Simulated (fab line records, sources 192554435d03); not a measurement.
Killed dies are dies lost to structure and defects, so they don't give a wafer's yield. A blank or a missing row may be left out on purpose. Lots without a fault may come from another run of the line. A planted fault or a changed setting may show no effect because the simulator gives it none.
Chamber matching | flow n5_finfet | N5_BEOL_M7_DESCUM_16 on rie_diel-02: 4 sister chambers
The step chemistry O2, time 7.9 s. 7 wafers are shown with their chamber, then 7 later ones without.

WAFERS WITH THEIR CHAMBER
wafer  | chamber | oes_product_au (a.u.) | showerhead_plenum_p_Torr (Torr)
L083.3 | 1       | 0.93                  | 2.04
L084.5 | 1       | 0.93                  | 2.04
L086.1 | 3       | 0.69                  | 2.15
L086.2 | 0       | 0.69                  | 2.06
L086.6 | 3       | 0.69                  | 2.16
L089.1 | 0       | 0.70                  | 2.06
L089.3 | 2       | 0.89                  | 2.05

WAFERS WITHOUT THEIR CHAMBER
wafer  | oes_product_au (a.u.) | showerhead_plenum_p_Torr (Torr)
L089.6 | 0.70                  | 2.06
L091.1 | 0.66                  | 2.15
L091.2 | 0.88                  | 2.05
L091.6 | 0.90                  | 2.04
L095.1 | 0.67                  | 2.15
L095.4 | 0.87                  | 2.05
L095.5 | 0.88                  | 2.04

WHICH CHAMBER EACH WENT THROUGH
wafer  | from the rows above | in truth
L089.6 | 0                   | 0
L091.1 | 3                   | 3
L091.2 | 2                   | 2
L091.6 | 2                   | 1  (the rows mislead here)
L095.1 | 3                   | 3
L095.4 | 2                   | 2
L095.5 | 2                   | 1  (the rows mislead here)
Placed correctly: 5 of 7. Can't be placed from these rows: 0. Placed wrongly: 2.
How it was worked out, from the rows above alone: a wafer's distance from a chamber is the root of the sum, over the readings, of the square of ((its reading less the chamber's mean) divided by the reading's scatter). The wafer belongs to the nearest chamber; if the next one is less than 2 further off, it can't be placed. A chamber's mean is the mean of its shown wafers. The scatter: the root of (the sum of the squares of (reading less its chamber's mean) over the shown wafers, divided by (wafers less chambers)).
